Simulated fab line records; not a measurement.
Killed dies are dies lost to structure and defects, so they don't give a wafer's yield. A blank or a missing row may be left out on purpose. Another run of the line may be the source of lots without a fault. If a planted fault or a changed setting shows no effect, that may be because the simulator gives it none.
Matching of chambers -- flow n5_finfet -- rie_diel-01 running N5_PMOS_HMC_CHANNEL_EPI_DESCUM_14: 4 sister chambers
The step chemistry O2, time 7.9 s. 18 wafers are shown with their chamber, then 9 later ones without.

== WAFERS, EACH WITH ITS CHAMBER ==
wafer,chamber,showerhead_plenum_p_Torr (Torr),drypump_motor_current_A (A),throttle_valve_pct (%)
L075.3,1,2.09,5.8,20.2
L075.4,2,2.02,6.1,20.6
L075.6,0,2.17,5.2,20.3
L078.2,1,2.09,5.8,20.2
L078.4,0,2.17,5.3,20.3
L078.5,2,2.02,6.1,20.6
L082.1,0,2.16,5.2,20.3
L082.4,2,2.01,6.1,20.6
L082.5,0,2.16,5.2,20.3
L086.1,2,2.01,6.1,20.6
L086.2,1,2.09,5.8,20.2
L086.4,0,2.16,5.2,20.3
L087.1,3,2.04,6.2,20.0
L087.2,2,2.01,6.1,20.6
L087.6,0,2.16,5.2,20.3
L089.3,0,2.16,5.2,20.3
L089.4,3,2.04,6.3,20.1
L089.5,0,2.16,5.2,20.3

SIGNATURES, as means of the wafers listed above
reading,chamber 0,chamber 1,chamber 2,chamber 3,scatter within a chamber
showerhead_plenum_p_Torr,2.1625,2.0900,2.0140,2.0400,0.00439
drypump_motor_current_A,5.213,5.800,6.100,6.250,0.0313
throttle_valve_pct,20.300,20.200,20.600,20.050,0.0189
Rule: for a wafer and a chamber, the distance is found by dividing, reading by reading, the gap between the wafer's reading and the chamber's mean by the reading's scatter, squaring, summing and taking the root. If the next closest chamber is less than 2 further off than the closest, the wafer can't be placed; otherwise it belongs to the closest. The scatter: take each reading less its chamber's mean, square it, sum over the shown wafers, divide by the number of wafers less the number of chambers, and take the root.

== WAFERS WITHOUT THEIR CHAMBER ==
wafer,showerhead_plenum_p_Torr (Torr),drypump_motor_current_A (A),throttle_valve_pct (%)
L094.4,2.01,6.1,20.6
L094.5,2.08,5.8,20.2
L094.6,2.16,5.2,20.3
L095.2,2.08,5.8,20.2
L095.4,2.01,6.1,20.6
L095.5,2.08,5.8,20.2
L097.4,2.04,6.2,20.1
L097.5,2.08,5.8,20.3
L097.6,2.15,5.2,20.3

== CHAMBER TAKEN BY EACH ==
wafer,from the rows above,in truth
L094.4,2,2
L094.5,1,1
L094.6,0,0
L095.2,1,1
L095.4,2,2
L095.5,1,1
L097.4,3,3
L097.5,1,1
L097.6,0,0
Correctly placed: 9 of 9. Left unplaced by these rows: 0. Placed wrongly: 0.
